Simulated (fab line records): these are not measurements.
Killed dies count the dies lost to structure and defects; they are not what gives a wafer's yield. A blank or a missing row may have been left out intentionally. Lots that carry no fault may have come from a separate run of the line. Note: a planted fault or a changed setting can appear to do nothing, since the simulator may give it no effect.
Comparing a struck lot with a sound one	flow nand_harc	14 out of 1302 route steps
Sound: the wafers L767.2, L767.5, L767.6. Struck: wafers L775.1, L775.3, L775.6. The cause is given at the end.
Order at every step that has rows: each side's tool, ch and its chambers, its first start. Under that, the readings that differ: sound wafers	struck wafers	difference of the means	sigmas: that difference in standard deviations of wafers without a fault.
alike: words and numbers the same on both sides, and readings whose means are apart by under 2 such deviations; not compared: readings that were withheld, readings missing a value for some wafer, numbers with overlapping values and no deviation given by the record, and bounds like >300 which may hide the same value.
The two part at a step that has a row with sigmas, a row that says differs or no value, or rows on one side only. Non-overlapping numbers with no deviation appear without sigmas and do not part them. A reading missing from all wafers of one side parts the sides only when that side holds two or more wafers.

NHARC_A_CONTACT_ETCH_138: etches the open film in C4F8/O2/Ar, time 311 s, target depth 1914 nm.
  sound on har_cap_etch-01 ch 0,1, day 25 04:14; struck on har_cap_etch-01 ch 0,1, day 28 05:29
  alike: oes_air_line_au
  not compared: rf_hours_counter_h
then, 2 steps without rows for these wafers: NHARC_A_CONTACT_ETCH_139 (etches the open film in C4F8/O2/Ar, time 195 s, target depth 840 nm); NHARC_A_CONTACT_ETCH_92 (etches the open film in CH3F/O2, target depth 40 nm, time 85.7 s).
NHARC_A_CONTACT_ETCH_98: etches the open film in C4F6/O2, target depth 20 nm, time 10 s.
  sound on rie_diel-01 ch 0,1,2; struck on rie_diel-08 ch 0,3, day 28 06:29
  alike: c4f6_flow_sccm, drypump_motor_current_A, oes_product_au, rf_vpp_V, showerhead_plenum_p_Torr, throttle_valve_pct
  not compared: rf_hours_counter_h
NHARC_A_CONTACT_CD_MEAS_15:
  struck on cd_sem-02, day 28 06:34; sound on cd_sem-02, day 25 05:17
  alike: cd_nm
then, 3 steps without rows for these wafers: NHARC_A_CONTACT_STRIP_107 (strips in N2/H2); NHARC_A_CONTACT_STRIP_108 (strips in CF4/CHF3); NHARC_A_CONTACT_STRIP_109 (strips in O2/COS).
NHARC_A_CONTACT_ETCH_110: etches the open film in CF4/O2, target depth 60 nm, overetch 6 nm, time 33 s.
  sound on rie_diel-08 ch 0,1, day 25 05:34; struck on rie_diel-08 ch 1,3, day 28 06:53
  alike: drypump_motor_current_A, oes_product_au, rf_vpp_V, showerhead_plenum_p_Torr, throttle_valve_pct
  not compared: rf_hours_counter_h
NHARC_A_CONTACT_STRIP_26: strips in O2.
  sound on rie_diel-08 ch 0,1; struck on rie_diel-08 ch 0,1
  alike: drypump_motor_current_A, oes_product_au, rf_vpp_V, showerhead_plenum_p_Torr, throttle_valve_pct
  not compared: rf_hours_counter_h
then, 1 step without rows for these wafers: NHARC_A_CONTACT_STRIP_27 (strips in post etch residue remover, time 600 s).
NHARC_A_CONTACT_ALD_18: deposits TiN, target thk 3 nm, pulse time 1 s, ald cycles 150.
  sound on ald_metal-03 ch 0,3, day 25 06:13; struck on ald_metal-03 ch 0,1, day 28 07:36
  alike: heater_power_w, precursor_pulse_height_rel
NHARC_A_CONTACT_CVD_19: deposits W, target thk 300 nm, time 802 s.
  sound on cvd_w-01 ch 0,1, day 25 06:40; struck on cvd_w-02 ch 0,1, day 28 07:50
  no value came back on the struck wafers for chamber_pressure_Torr (Torr), heater_power_outer_w (W), heater_power_w (W), throttle_valve_pct (%); on the sound wafers chamber_pressure_Torr (Torr) reads 39.90 40.05 40.04
NHARC_A_CONTACT_CMP_20: polishes, t overpolish 30 s, target thk 300 nm.
  sound on cmp-04 ch 1,2, day 25 07:26; struck on cmp-04 ch 0,1,3, day 28 08:47
reading	sound	struck	difference	sigmas
time_to_endpoint_s (s)	56.4 59.1 53.8	0.0 0.0 0.0	-56.4	-22
  alike: motor_current_A, overpolish_run_s
  not compared: pad_life_wafers

== WHERE THEY PART ==
Last at NHARC_A_CONTACT_CMP_20 as far as this record goes, first at NHARC_A_CONTACT_CVD_19.

WHY: what had been put in by the simulator
Whole step skipped at NHARC_A_CONTACT_CVD_19 on cvd_w-02, starting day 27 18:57. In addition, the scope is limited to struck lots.
